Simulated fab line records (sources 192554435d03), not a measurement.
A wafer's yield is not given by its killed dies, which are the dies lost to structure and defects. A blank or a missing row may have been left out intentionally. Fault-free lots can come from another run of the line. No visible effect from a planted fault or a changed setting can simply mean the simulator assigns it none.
fab line records	flow n5-finfet
record: lots: 9	wafers: 26	last-day: 17
route steps=1938 shown BEOL_M0_SAQP@694 BEOL_M0_CUTY@709 BEOL_M0@718 BEOL_M4@1111 PASSIVATION@1936
lots that met no fault: taken from a fault-free run of the same line
start-h: hours from the record's first day to the start of the lot's first wafer shown	wait-h: hours from the lot's prior step to this one	" the same as in the row above	L1.1+2: several wafers, shown together as one row	- no value, or no start was given	* or withheld: withheld	< > ~ a bound
route shown NAME@n: a module of which the file shows steps, and the number in the route of the first	usual: average and standard deviation across the fault-free wafers	same: alike in all rows	chamber/n: place in a boat	sites: each site's reading	_std_site: the values' standard deviation	_edge_site: the outer-site mean with the inner-site mean subtracted	radius-mm: for every site, how far away it sits from the centre of the wafer	mask NAME#n: copy n	behind: the last tool/chamber to shape the wafer	hold: the reason the lot was held/the length of the hold in hours/how it ended	device: the n, p or np transistor that did not switch	end of line: tests of these same wafers at the route's end	a step given without rows: its recipe and nothing more	killed: the dies lost at the first sort to structure and to defects; this is not the yield of the wafer	map: the dies of a wafer, with x for killed, . for not killed, _ for no die there
set.NAME: the setting the step ran with; set.NAME@STEP: the setting that earlier step ran with	model.NAME: the simulator's own value behind a step, which no gauge read
steps of the route over a sample of lots; a table a step, a row a wafer
services: a tool's chamber out of use, with start hour (start-h, from the record's first day; less than 0 if before it), hours out, and reason
== steps ==
step: N5_BEOL_M0_SAQP_ETCH_73
recipe: chemistry: CF4	target: SiARC	target-depth-a: 195	mask-material: CAR-EUV	time-s: 32.5	ion-energy-ev: 80	pressure-mtorr: 40	source-w: 545	bias-w: 36	Ar_flow_sccm: 100	cf4-flow-sccm: 100	ends: cleared
usual: drypump-motor-current-A: 5.7/0.33	etch-rf-on-time-s: 32.1/0.92	mfc-ar-sccm: 100.0/0.33	oes-product-au: 0.66/0.062	rf-vpp-V: 184.0/1.2	showerhead-plenum-p-Torr: 2.14/0.068	throttle-valve-pct: 15.70/0.18
lot.wafer	tool	chamber	start-h	wait-h	drypump-motor-current-A	etch-rf-on-time-s	mfc-ar-sccm	oes-product-au	rf-hours-counter-h	rf-vpp-V	showerhead-plenum-p-Torr	throttle-valve-pct
L761.1	rie-diel-03	3	131.42	0.0	5.2	32.2	100.3	0.65	160	186.0	2.15	15.69
L761.2	"	0	"	"	5.4	33.2	99.8	0.62	181	183.4	2.13	15.73
L761.5	"	3	"	"	5.2	32.1	100.2	0.65	-	184.0	2.15	15.67
L762.2	rie-diel-03	3	139.45	0.0	5.2	31.7	100.1	0.65	163	183.6	2.15	15.67
L762.4	"	3	"	"	5.2	31.6	99.9	0.65	-	182.8	2.15	15.69
L762.6	"	0	"	"	5.4	32.6	99.9	0.61	-	184.3	2.13	15.75
L768.1	rie-diel-03	0	172.16	0.0	5.4	32.1	99.9	0.61	197	184.6	2.13	15.77
L768.2	"	1	"	"	6.2	31.8	100.3	0.61	189	183.7	2.05	15.85
L768.4	"	3	"	"	5.2	32.0	99.9	0.64	177	182.4	2.15	15.73
L772.2	rie-diel-03	1	196.64	0.0	6.2	31.1	99.6	0.62	196	182.7	2.05	15.83
L772.4	"	2	"	"	5.5	31.6	100.1	0.78	12	185.2	2.28	15.42
L772.6	"	1	"	"	6.2	31.3	99.6	0.61	-	182.2	2.05	15.87
L773.2	rie-diel-03	1	205.14	0.0	6.2	31.9	99.7	0.61	198	181.8	2.05	15.86
L773.3	"	2	"	"	5.5	32.5	99.4	0.78	14	185.6	2.28	15.45
L773.6	"	2	"	"	5.6	32.7	99.4	0.76	-	185.8	2.28	15.44
L774.4	rie-diel-05	1	213.48	0.0	5.7	32.3	99.9	0.63	-	184.4	2.13	15.40
L774.6	"	0	"	"	5.9	30.6	99.7	0.67	-	182.4	2.07	15.94
L777.1	rie-diel-05	0	228.47	0.0	5.8	30.8	99.7	0.65	162	183.0	2.07	15.94
L777.3	"	1	"	"	5.7	32.7	100.4	0.61	178	184.5	2.13	15.41
L777.4	"	0	"	"	5.8	30.9	99.8	0.66	-	183.2	2.07	15.97
L780.1	rie-diel-05	0	250.03	0.0	5.8	30.4	99.9	0.65	170	182.5	2.06	15.98
L780.2	"	1	"	"	5.7	32.2	100.0	0.61	185	184.1	2.13	15.42
L780.3	"	2	"	"	5.6	30.6	100.2	0.74	68	185.4	2.17	15.45
L781.3	rie-diel-06	1	250.98	0.0	5.9	33.6	100.3	0.60	193	185.6	2.22	15.82
L781.4	"	2	"	"	5.5	33.9	99.9	0.57	230	183.3	2.11	15.62
L781.6	"	3	"	"	5.8	32.6	99.7	0.74	-	183.9	2.17	15.73
step: N5_BEOL_M0_SAQP_ALD_48
recipe: material: SiO2	target-thk-a: 200	temp-c: 100	ald-precursor-family: BDEAS	ald-co-reactant: O2-plasma	pulse-time-s: 1	co-reactant-pulse-time-s: 1	purge-time-s: 2	co-reactant-purge-time-s: 2	ald-cycles: 139	pressure-torr: 2
usual: heater-power-w: 74/9.1	precursor-pulse-height-rel: 1.001/0.019
lot.wafer	tool	chamber	start-h	wait-h	heater-power-w	precursor-pulse-height-rel
L761.1	ald-sin-02	3	131.65	0.0	69	1.006
L761.2	"	1	"	"	65	1.018
L761.5	"	0	"	"	89	1.000
L762.2	ald-sin-03	3	139.88	0.2	71	1.013
L762.4	"	2	"	"	76	1.016
L762.6	"	1	"	"	81	1.034
L768.1	ald-sin-03	2	172.39	0.0	77	1.045
L768.2	"	0	"	"	68	0.997
L768.4	"	3	"	"	71	1.032
L772.2	ald-sin-03	1	196.87	0.0	81	1.003
L772.4	"	1	"	"	81	1.013
L772.6	"	1	"	"	80	1.017
L773.2	ald-sin-03	3	205.37	0.0	72	0.988
L773.3	"	0	"	"	69	0.987
L773.6	"	0	"	"	70	1.000
L774.4	ald-sin-03	0	213.94	0.3	69	0.988
L774.6	"	3	"	"	72	1.030
L777.1	ald-sin-01	2	228.73	0.1	93	0.994
L777.3	"	3	"	"	68	0.975
L777.4	"	0	"	"	64	0.991
L780.1	ald-sin-01	3	250.27	0.0	70	0.978
L780.2	"	0	"	"	66	1.010
L780.3	"	1	"	"	64	1.015
L781.3	ald-sin-02	3	251.21	0.0	70	1.021
L781.4	"	2	"	"	69	0.992
L781.6	"	0	"	"	89	1.016
step: N5_BEOL_M0_CUTY_OVL_MEAS_58
recipe: points-per-wafer: 44
usual: M0_ABLK_OVL: 0.3/0.63
lot.wafer	tool	chamber	start-h	wait-h	M0_ABLK_OVL[nm]
L761.1	overlay-02	0	132.70	0.0	0.9
L761.2	"	0	"	"	1.4
L761.5	"	0	"	"	0.4
L762.2	overlay-02	0	141.03	0.0	0.7
L762.4	"	0	"	"	-0.3
L762.6	"	0	"	"	0.3
L768.1	overlay-02	0	173.44	0.0	0.4
L768.2	"	0	"	"	0.5
L768.4	"	0	"	"	0.2
L772.2	overlay-02	0	198.05	0.0	-0.3
L772.4	"	0	"	"	0.1
L772.6	"	0	"	"	-0.1
L773.2	overlay-01	0	206.30	0.0	0.2
L773.3	"	0	"	"	0.1
L773.6	"	0	"	"	1.4
L774.4	overlay-02	0	214.95	0.0	-0.5
L774.6	"	0	"	"	0.4
L777.1	overlay-02	0	229.67	0.0	1.2
L777.3	"	0	"	"	0.9
L777.4	"	0	"	"	0.9
L780.1	overlay-02	0	251.32	0.0	-0.8
L780.2	"	0	"	"	-1.0
L780.3	"	0	"	"	-0.3
L781.3	overlay-02	0	252.28	0.0	-0.7
L781.4	"	0	"	"	1.3
L781.6	"	0	"	"	0.1
step: N5_BEOL_M0_CUTY_INSPECT_59
recipe: mode: adi	inspect-instrument: macro
usual: raw-defect-count: 2.2/1.4
lot.wafer	tool	chamber	start-h	wait-h	raw-defect-count
L761.1	defect-inspect-02	-	132.72	0.0	1
L761.2	"	-	"	"	1
L761.5	"	-	"	"	1
L762.2	defect-inspect-02	-	141.05	0.0	3
L762.4	"	-	"	"	2
L762.6	"	-	"	"	2
L768.1	defect-inspect-01	-	173.47	0.0	>300
L768.2	"	-	"	"	>300
L768.4	"	-	"	"	292
L772.2	defect-inspect-02	-	198.07	0.0	>300
L772.4	"	-	"	"	>300
L772.6	"	-	"	"	>300
L773.2	defect-inspect-02	-	206.32	0.0	>300
L773.3	"	-	"	"	>300
L773.6	"	-	"	"	>300
L774.4	defect-inspect-02	-	214.97	0.0	2
L774.6	"	-	"	"	1
L777.1	defect-inspect-02	-	229.69	0.0	2
L777.3	"	-	"	"	2
L777.4	"	-	"	"	5
L780.1	defect-inspect-02	-	251.34	0.0	2
L780.2	"	-	"	"	4
L780.3	"	-	"	"	2
L781.3	defect-inspect-01	-	252.30	0.0	0
L781.4	"	-	"	"	1
L781.6	"	-	"	"	2
step: N5_BEOL_M0_STRIP_104
recipe: chemistry: N2/H2	power-w: 450	temp-c: 40	pressure-mtorr: 20	rf-frequency-hz: 6e+07	overash-fraction: 0.3	bias-power-w: 7	h2-frac: 0.5	n2-flow-sccm: 200	h2-flow-sccm: 200
usual: drypump-motor-current-A: 5.9/0.36	h2-flow-sccm: 200.0/0.61	oes-product-au: 0.79/0.094	rf-vpp-V: 59.0/1.6	showerhead-plenum-p-Torr: 2.55/0.067	throttle-valve-pct: 23.7/0.35
same: overash-fraction: 0.3
lot.wafer	tool	chamber	start-h	wait-h	drypump-motor-current-A	h2-flow-sccm	oes-product-au	rf-hours-counter-h	rf-vpp-V	showerhead-plenum-p-Torr	throttle-valve-pct
L761.1	rie-diel-01	2	134.93	0.0	6.5	201.0	0.69	241	58.7	2.59	23.3
L761.2	"	0	"	"	5.9	199.5	0.74	197	58.2	2.41	24.0
L761.5	"	2	"	"	6.5	199.7	0.68	-	58.1	2.59	23.3
L762.2	rie-diel-02	0	141.70	0.0	5.9	199.2	0.77	149	60.9	2.55	24.0
L762.4	"	2	"	"	6.0	200.6	0.81	86	60.3	2.56	23.3
L762.6	"	0	"	"	5.9	200.3	0.78	-	58.7	2.55	24.0
L768.1	rie-diel-02	3	175.26	0.0	5.7	199.1	0.69	216	59.2	2.60	23.4
L768.2	"	1	"	"	6.3	200.2	0.87	35	59.9	2.58	23.6
L768.4	"	2	"	"	6.0	200.2	0.80	98	62.8	2.56	23.3
L772.2	rie-diel-02	3	198.70	0.0	5.6	199.9	0.70	223	58.5	2.60	23.4
L772.4	"	3	"	"	5.6	200.8	0.68	-	58.0	2.60	23.4
L772.6	"	2	"	"	6.0	200.4	0.78	-	59.9	2.56	23.4
L773.2	rie-diel-01	3	207.34	0.0	5.6	200.0	0.80	137	58.1	2.56	24.2
L773.3	"	1	"	"	5.8	199.5	0.93	24	61.0	2.61	23.8
L773.6	"	3	"	"	5.6	199.7	0.80	-	60.2	2.56	24.3
L774.4	rie-diel-04	0	217.65	0.0	5.9	199.6	0.87	33	57.1	2.59	23.2
L774.6	"	1	"	"	6.6	200.3	0.81	-	57.6	2.46	23.6
L777.1	rie-diel-04	0	232.81	0.0	5.8	200.0	0.89	39	60.8	2.59	23.2
L777.3	"	3	"	"	5.2	199.8	0.69	253	56.9	2.50	24.2
L777.4	"	0	"	"	5.9	199.2	0.87	-	56.5	2.59	23.2
L780.1	rie-diel-02	0	253.38	0.0	5.9	199.4	0.73	191	60.9	2.54	24.1
L780.2	"	1	"	"	6.3	199.6	0.84	64	59.6	2.57	23.6
L780.3	"	3	"	"	5.6	200.1	0.69	246	61.1	2.59	23.5
L781.3	rie-diel-01	2	259.04	0.0	6.5	200.3	0.89	32	60.7	2.58	23.1
L781.4	"	3	"	"	5.6	200.1	0.77	154	56.9	2.55	24.2
L781.6	"	1	"	"	5.8	199.9	0.89	-	57.5	2.60	23.8
step: N5_BEOL_M4_RC_MEAS_101
usual: DIBL_N: 36.6/2.1	DIBL_P: 36.3/2.2	IOFF_N: 0.16/0.036	IOFF_P: 0.21/0.038	ION_N: 671/12	ION_P: 460/7.5	SS_N: 71.8/0.72	SS_P: 73.3/0.72	VT_N: 250/3.2	VT_P: -250/3.5
lot.wafer	tool	chamber	start-h	wait-h	DIBL_N[mV/V]	DIBL_P[mV/V]	IOFF_N[nA/um]	IOFF_P[nA/um]	ION_N[uA/um]	ION_P[uA/um]	SS_N[mV/dec]	SS_P[mV/dec]	VT_N[mV]	VT_P[mV]
L761.1	prober-01	0	181.14	0.0	36.6	35.8	0.18	0.21	674	458	71.9	73.5	249	-251
L761.2	"	0	"	"	34.7	33.8	0.14	0.18	670	463	71.7	73.2	250	-254
L761.5	"	0	"	"	35.2	33.3	0.14	0.17	664	452	71.7	72.9	251	-253
L762.2	prober-01	0	185.55	0.2	39.1	39.6	0.20	0.25	683	458	72.3	74.0	249	-247
L762.4	"	0	"	"	34.7	33.7	0.13	0.17	654	451	71.3	72.3	252	-252
L762.6	"	0	"	"	33.8	33.0	0.11	0.15	656	454	70.9	72.3	252	-255
L768.1	prober-01	0	223.52	0.0	32.1	31.7	0.12	0.17	668	470	69.9	72.2	253	-250
L768.2	"	0	"	"	36.3	35.6	0.18	0.24	686	471	72.0	73.1	248	-247
L768.4	"	0	"	"	36.9	36.6	0.18	0.25	673	465	72.1	73.4	248	-246
L772.2	prober-01	0	243.35	0.7	34.3	34.3	0.13	0.17	644	444	72.1	73.3	256	-256
L772.4	"	0	"	"	35.9	36.8	0.16	0.21	667	463	71.9	72.9	250	-252
L772.6	"	0	"	"	36.2	37.5	0.17	0.22	673	458	72.4	73.7	246	-251
L773.2	prober-02	0	247.75	0.2	36.7	37.9	0.18	0.20	693	467	71.2	73.5	249	-253
L773.3	"	0	"	"	36.1	37.2	0.16	0.19	675	455	70.8	73.3	250	-253
L773.6	"	0	"	"	38.2	38.9	0.19	0.22	673	460	72.4	73.5	251	-248
L774.4	prober-01	0	267.92	0.5	34.9	32.9	0.12	0.14	655	446	71.3	72.5	257	-259
L774.6	"	0	"	"	40.3	40.3	0.23	0.26	696	465	72.1	75.3	245	-249
L777.1	prober-01	0	279.65	0.0	37.1	38.6	0.14	0.21	657	457	71.7	74.2	252	-251
L777.3	"	0	"	"	36.6	35.5	0.13	0.16	653	443	71.6	73.5	254	-257
L777.4	"	0	"	"	35.7	35.3	0.12	0.16	648	447	71.1	72.5	255	-254
L780.1	prober-01	0	299.79	0.0	36.2	34.9	0.14	0.17	672	461	71.9	72.5	251	-255
L780.2	"	0	"	"	36.7	35.4	0.14	0.19	673	463	71.5	73.0	250	-253
L780.3	"	0	"	"	34.0	31.1	0.10	0.13	659	451	70.7	71.5	254	-258
L781.3	prober-02	0	300.27	0.3	35.4	34.1	0.15	0.20	671	462	70.7	73.4	250	-248
L781.4	"	0	"	"	36.7	37.2	0.17	0.27	686	478	71.8	73.5	247	-245
L781.6	"	0	"	"	36.5	36.3	0.16	0.23	678	467	71.5	74.0	249	-246
step: N5_PASSIVATION_PROBE_49
usual: defect-limited-yield: 91.1/1.4	killed_at_M0_to_M3: 33/9.1	killed_at_M4_up: 14/5.6	killed-at-contacts: 13/5.7	killed-at-front-end: 42/12	killed-at-other: 4/3	killed-dies: 105/16	killed-open: 69/11	killed-short: 34/7.5	sort_bin_5_function: 5.2/0.91	sort_bin_6_memory: 3.3/0.64	sort_bin_8_speed: 0.0/0.37	sort-n-pass: 1075/16	sort-yield-pct: 91.1/1.4
same: gross-dies: 1180	killed-at-back-side: 0	sort_bin_4_leakage[%]: 0
lot.wafer	tool	chamber	start-h	wait-h	defect-limited-yield[%]	killed_at_M0_to_M3	killed_at_M4_up	killed-at-contacts	killed-at-front-end	killed-at-other	killed-dies	killed-open	killed-short	sort_bin_5_function[%]	sort_bin_6_memory[%]	sort_bin_8_speed[%]	sort-n-pass	sort-yield-pct[%]
L768.1	prober-01	-	323.05	0.0	90.1	53	9	15	28	12	117	55	30	6.4	2.3	0	1063	90.1
L768.2	prober-01	-	323.10	0.1	86.2	112	12	7	29	3	163	39	26	8.7	3.7	0	1017	86.2
L768.4	prober-01	-	323.20	0.2	85.9	98	9	8	47	4	166	56	33	8.8	4.1	0	1014	85.9
L772.2	prober-01	-	344.75	0.1	79.9	134	8	23	65	7	237	83	44	12.2	5.6	0.1	942	79.8
L772.4	prober-01	-	344.85	0.2	87.1	70	7	30	43	2	152	85	25	8.3	3.7	0	1028	87.1
L772.6	prober-01	-	344.95	0.3	81.6	114	17	26	58	2	217	89	35	11.9	4.9	0	963	81.6
L773.2	prober-02	-	346.04	0.1	82.8	129	23	3	47	1	203	73	27	11.3	4.8	0	977	82.8
L773.3	prober-02	-	346.09	0.1	88.2	80	13	15	30	1	139	64	30	7.5	3.6	0	1041	88.2
L773.6	prober-02	-	346.24	0.3	89.0	65	20	10	35	0	130	68	21	6.3	3.8	0	1050	89.0
L774.4	prober-02	-	362.59	0.2	91.2	27	8	11	56	2	104	64	40	4.7	3.7	0	1076	91.2
L774.6	prober-02	-	362.69	0.3	89.2	49	16	18	40	5	128	90	38	6.6	4.0	0	1052	89.2
L781.3	prober-01	-	410.74	0.1	89.2	23	13	17	65	10	128	79	42	6.4	3.9	0	1052	89.2
L781.4	prober-01	-	410.79	0.2	90.7	31	8	17	48	6	110	67	39	5.1	3.6	0	1070	90.7
L781.6	prober-01	-	410.89	0.3	91.0	31	9	12	50	4	106	65	37	4.9	3.8	0	1074	91.0
killed by level:class
L768.1 BEOL_M0_SAQP:unspecified=32 MOL_CONTACT_COAG:geometric-particle:open=14 STI_FIN_REVEAL:geometric-particle:open=9 FIN_SAQP:geometric-particle:short=8 GATE_CUT:geometric-particle:short=5 BEOL_M2:geometric-particle:open=5 PASS1_DEP:geometric-particle:open=5 PASS1_DEP:geometric-particle:short=5
L768.2 BEOL_M0_SAQP:unspecified=97 FIN_SAQP:geometric-particle:short=6 BEOL_M4:geometric-particle:open=6 MOL_CONTACT_COAG:geometric-particle:open=5 GATE_CUT:geometric-particle:short=4 BEOL_M0_SAQP:geometric-particle:short=4 BEOL_M2:geometric-particle:open=4 FIN_SAQP:geometric-particle:open=3
L768.4 BEOL_M0_SAQP:unspecified=74 STI_FIN_REVEAL:geometric-particle:open=13 FIN_SAQP:geometric-particle:short=12 BEOL_M3:geometric-particle:open=8 MOL_CONTACT_COAG:geometric-particle:open=7 GATE_CUT:geometric-particle:short=5 BEOL_M2:geometric-particle:open=5 FIN_SAQP:geometric-particle:open=4
L772.2 BEOL_M0_SAQP:unspecified=109 STI_FIN_REVEAL:geometric-particle:open=22 MOL_CONTACT_COAG:geometric-particle:open=16 FIN_SAQP:geometric-particle:open=14 BEOL_M3:geometric-particle:open=10 STI_FIN_REVEAL:geometric-particle:short=8 MOL_CONTACT_COAG:geometric-particle:short=7 FIN_SAQP:geometric-particle:short=6
L772.4 BEOL_M0_SAQP:unspecified=41 MOL_CONTACT_COAG:geometric-particle:open=21 STI_FIN_REVEAL:geometric-particle:open=16 BEOL_M3:geometric-particle:open=14 FIN_SAQP:geometric-particle:open=10 MOL_CONTACT_COAG:geometric-particle:short=8 DUMMY_GATE:geometric-particle:open=5 BEOL_M0_SAQP:geometric-particle:short=5
L772.6 BEOL_M0_SAQP:unspecified=92 STI_FIN_REVEAL:geometric-particle:open=23 MOL_CONTACT_COAG:geometric-particle:open=18 FIN_SAQP:geometric-particle:short=13 BEOL_M4:geometric-particle:open=10 FIN_SAQP:geometric-particle:open=8 MOL_CONTACT_COAG:geometric-particle:short=8 BEOL_M0_SAQP:geometric-particle:open=7
L773.2 BEOL_M0_SAQP:unspecified=102 STI_FIN_REVEAL:geometric-particle:open=17 BEOL_M2:geometric-particle:open=10 BEOL_M4:geometric-particle:open=10 FIN_SAQP:geometric-particle:open=6 GATE_CUT:geometric-particle:short=6 FIN_SAQP:geometric-particle:short=5 BEOL_M0_SAQP:geometric-particle:short=5
L773.3 BEOL_M0_SAQP:unspecified=44 MOL_CONTACT_COAG:geometric-particle:open=12 BEOL_M0_SAQP:geometric-particle:short=9 BEOL_M0_SAQP:geometric-particle:open=8 GATE_CUT:geometric-particle:short=5 BEOL_M1:geometric-particle:open=5 BEOL_M6:geometric-particle:open=5 FIN_SAQP:geometric-particle:short=4
L773.6 BEOL_M0_SAQP:unspecified=39 STI_FIN_REVEAL:geometric-particle:open=20 MOL_CONTACT_COAG:geometric-particle:open=9 BEOL_M4:geometric-particle:open=8 BEOL_M3:geometric-particle:open=5 BEOL_M0_SAQP:geometric-particle:open=5 BEOL_M5:geometric-particle:open=5 STI_FIN_REVEAL:geometric-particle:short=4
L774.4 FIN_SAQP:geometric-particle:open=12 FIN_SAQP:geometric-particle:short=12 MOL_CONTACT_COAG:geometric-particle:open=9 DUMMY_GATE:geometric-particle:open=6 BEOL_M1:geometric-particle:open=6 STI_FIN_REVEAL:geometric-particle:open=5 BEOL_M0_SAQP:geometric-particle:open=4 STARTING-WAFER:geometric-particle:open=4
L774.6 BEOL_M2:geometric-particle:open=19 MOL_CONTACT_COAG:geometric-particle:open=14 BEOL_M4:geometric-particle:open=10 GATE_CUT:geometric-particle:short=8 BEOL_M0_SAQP:geometric-particle:open=8 BEOL_M3:geometric-particle:open=8 FIN_SAQP:geometric-particle:open=6 BEOL_M2:geometric-particle:short=6
L781.3 STI_FIN_REVEAL:geometric-particle:open=17 FIN_SAQP:geometric-particle:short=16 FIN_SAQP:geometric-particle:open=13 MOL_CONTACT_COAG:geometric-particle:open=13 BEOL_M4:geometric-particle:open=7 MIM_TOP:geometric-particle:open=5 STI_FIN_REVEAL:geometric-particle:short=4 BEOL_M3:geometric-particle:open=4
L781.4 MOL_CONTACT_COAG:geometric-particle:open=12 FIN_SAQP:geometric-particle:open=10 FIN_SAQP:geometric-particle:short=9 STI_FIN_REVEAL:geometric-particle:open=9 BEOL_M0_SAQP:geometric-particle:open=6 BEOL_M2:geometric-particle:short=5 ILD0:geometric-particle:short=5 BEOL_M1:geometric-particle:open=5
L781.6 FIN_SAQP:geometric-particle:open=14 FIN_SAQP:geometric-particle:short=12 MOL_CONTACT_COAG:geometric-particle:open=10 BEOL_M1:geometric-particle:open=8 BEOL_M2:geometric-particle:open=6 STI_FIN_REVEAL:geometric-particle:open=5 STI_FIN_REVEAL:geometric-particle:short=4 BEOL_M4:geometric-particle:open=4
== services ==
tool	chamber	start-h	hours	kind
rie-diel-06	1	113.13	2.7	repair
rie-diel-01	1	118.84	-	clean
rie-diel-01	1	118.84	-	consumable-replace:focus-ring
rie-diel-01	1	118.84	22.1	scheduled-down
rie-diel-01	1	118.84	22.1	vent-cycle
rie-diel-03	2	125.25	-	clean
rie-diel-03	2	125.25	-	consumable-replace:focus-ring
rie-diel-03	2	125.25	-	consumable-replace:showerhead
rie-diel-03	2	125.25	35.9	scheduled-down
rie-diel-03	2	125.25	35.9	vent-cycle
rie-diel-05	3	126.60	-	clean
rie-diel-05	3	126.60	-	consumable-replace:focus-ring
rie-diel-05	3	126.60	-	consumable-replace:showerhead
rie-diel-04	3	133.21	1.2	repair
ald-sin-03	0	143.95	2.6	repair
rie-diel-05	2	147.57	7.4	repair
rie-diel-01	2	154.11	-	clean
rie-diel-01	2	154.11	-	consumable-replace:focus-ring
ald-sin-01	-	179.83	6.1	pm
ald-sin-02	0	181.20	4.4	repair
ald-sin-02	-	193.37	2.7	repair
rie-diel-03	2	214.25	38.8	repair
rie-diel-02	2	231.84	21.6	repair
ald-sin-03	1	238.22	2.6	repair
== key ==
first-sign: step: N5_BEOL_M0_CUTY_INSPECT_59	reading: raw-defect-count	direction: up	sigmas: 99+	usual: 2.2	struck: >299.1
effect: step: N5_PASSIVATION_PROBE_49	reading: killed_at_M0_to_M3	direction: up	sigmas: 6.9	usual: 33	struck: 95
more-kills-born-at: N5_BEOL_M0_SAQP_ETCH_73@rie-diel-03: 630
met-at N5_BEOL_M0_SAQP_ETCH_73
struck-lots L768,L772,L773
not-acting-at N5_BEOL_M0_SAQP_ALD_48,N5_BEOL_M0_CUTY_OVL_MEAS_58,N5_BEOL_M0_STRIP_104
onset-between 139.45 172.16
fault: kind: chamber-particle-source	tool: rie-diel-03	chamber: -	onset-h: 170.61	steps: N5_BEOL_M0_SAQP_ETCH_73	rate-per-visit-cm2: 0.47695	end-h: 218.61
